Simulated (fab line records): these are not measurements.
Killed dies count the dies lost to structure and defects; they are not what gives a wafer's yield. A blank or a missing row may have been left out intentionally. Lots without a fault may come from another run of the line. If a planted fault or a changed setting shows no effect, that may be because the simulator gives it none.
A lot that was struck, set against a sound lot | flow nand-harc | 12 steps out of a route of 1302
Sound: these wafers, L680.2, L680.4, L680.5. Wafers struck: L673.1, L673.2, L673.3. At the end, the cause is stated.
Each step with rows lists, per side, the tool, then ch with its chambers, then its first start. Under that, the readings that differ: sound wafers | struck wafers | difference of the means | sigmas: that difference in standard deviations of wafers without a fault.
alike: readings whose means differ by less than 2 such deviations, and words and numbers that are the same on both sides. not compared: withheld readings, readings that some wafer has no value for, bounds like >300 that may hide the same value, and numbers for which the record gives no deviation and whose values overlap.
The two part at a step that has a row with sigmas, a row that says differs or no value, or rows on one side only. Numbers that don't overlap but have no deviation are shown without sigmas and don't part them. Lack of a reading on every wafer of one side parts them only where that side has two or more wafers.

first, 2 steps without rows for these wafers: NHARC_A_STAIRCASE_SRD_154; NHARC_A_STAIRCASE_ETCH_403 (etches SiO2 in dHF, target depth 108.2 nm).
NHARC_A_STAIRCASE_ETCHBACK_422: etches the open film in CH3F/O2, target depth 40 nm, time 74.286 s.
  sound on rie-diel-11 ch 0,1,2, day 28 07:46; struck on rie-diel-02 ch 0,1,2, day 25 13:54
  alike: bias-w, drypump-motor-current-A, oes-product-au, rf-vpp-V, showerhead-plenum-p-Torr, throttle-valve-pct
  not compared: rf-hours-counter-h
then, 1 step without rows for these wafers: NHARC_A_STAIRCASE_ETCH_423 (etches SiO2 in dHF, target depth 30 nm).
NHARC_A_STAIRCASE_ETCHBACK_157: etches the open film in CH3F/O2, target depth 90 nm, time 167.14 s.
  sound on rie-diel-03 ch 2,3, day 28 08:11; struck on rie-diel-02 ch 1,2,3, day 25 14:18
  alike: bias-w, drypump-motor-current-A, oes-product-au, rf-vpp-V, showerhead-plenum-p-Torr, throttle-valve-pct
  not compared: rf-hours-counter-h
NHARC_A_STAIRCASE_STRIP_475: strips in O2, time 20 s.
  sound on rie-diel-03 ch 1,3; struck on rie-diel-02 ch 0,2,3
  alike: drypump-motor-current-A, oes-product-au, rf-vpp-V, showerhead-plenum-p-Torr, throttle-valve-pct
  not compared: rf-hours-counter-h
NHARC_A_STAIRCASE_DEP_471: deposits SiO2, target thk 100 nm.
  sound on pecvd-04 ch 0,1,2, day 28 08:29; struck on pecvd-04 ch 0,1,2, day 25 14:35
  alike: chamber-pressure-Torr, heater-power-outer-w, heater-power-w, throttle-valve-pct
NHARC_A_STAIRCASE_CMP_472: polishes SiO2.
  sound on cmp-04 ch 0,1, day 28 08:45; struck on cmp-01 ch 0,1,3, day 25 14:53
  alike: edge-zone-pressure-frac, motor-current-A
after that, 1 step had no rows for these wafers: NHARC_A_STAIRCASE_SRD_474.
NHARC_A_STAIRCASE_INSPECT_155:
  sound on defect-inspect-02, day 28 09:05; struck on defect-inspect-02, day 25 15:11
  alike: raw-defect-count
NHARC_A_SGD_CUT_DEP_00: deposits SiNx, target thk 50 nm.
  sound on pecvd-02 ch 0,2, day 28 09:13; struck on pecvd-01 ch 0,1,2, day 25 15:16
  no value came back on the struck wafers for heater-power-outer-w (W), heater-power-w (W); on the sound wafers heater-power-outer-w (W) reads 432 448 500
then, 1 step without rows for these wafers: NHARC_A_SGD_CUT_DEHYDRATE_01 (time 120 s).

## WHERE THEY PART
Within this record, at NHARC_A_SGD_CUT_DEP_00 only.

WHY: whatever the simulator had introduced
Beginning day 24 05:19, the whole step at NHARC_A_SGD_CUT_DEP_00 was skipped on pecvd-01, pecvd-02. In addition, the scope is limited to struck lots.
